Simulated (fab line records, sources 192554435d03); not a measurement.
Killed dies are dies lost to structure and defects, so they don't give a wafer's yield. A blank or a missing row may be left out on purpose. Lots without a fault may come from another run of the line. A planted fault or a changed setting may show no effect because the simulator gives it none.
Chamber matching | flow n5_finfet | N5_BEOL_M11_VIA_ETCH_34 on rie_diel-03: 4 sister chambers
The step etches SiCOH lowk in C4F6/O2, target depth 184.5 nm, time 69.2 s. 4 wafers are shown with their chamber, then 11 later ones without.

WAFERS WITH THEIR CHAMBER
wafer  | chamber | rf_vpp_V (V)
L087.1 | 0       | 690
L089.4 | 3       | 653
L089.6 | 1       | 682
L093.2 | 2       | 665

WAFERS WITHOUT THEIR CHAMBER
wafer  | rf_vpp_V (V)
L093.3 | 682
L093.5 | 688
L094.1 | 690
L094.5 | 680
L094.6 | 689
L096.1 | 681
L096.2 | 654
L096.5 | 654
L097.2 | 682
L097.3 | 664
L097.5 | 665

WHICH CHAMBER EACH WENT THROUGH
wafer  | from the rows above | in truth
L093.3 | 1                   | 1
L093.5 | 0                   | 0
L094.1 | 0                   | 0
L094.5 | 1                   | 1
L094.6 | 0                   | 0
L096.1 | 1                   | 1
L096.2 | 3                   | 3
L096.5 | 3                   | 3
L097.2 | 1                   | 1
L097.3 | 2                   | 2
L097.5 | 2                   | 2
Placed correctly: 11 of 11. Can't be placed from these rows: 0. Placed wrongly: 0.
How it was worked out, from the rows above alone: a wafer's distance from a chamber is the root of the sum, over the readings, of the square of ((its reading less the chamber's mean) divided by the reading's scatter). The wafer belongs to the nearest chamber; if the next one is less than 2 further off, it can't be placed. A chamber's mean is the mean of its shown wafers. The scatter: with one shown wafer a chamber, the root of the mean of the squares of how far each hidden wafer lies from its nearest shown one.
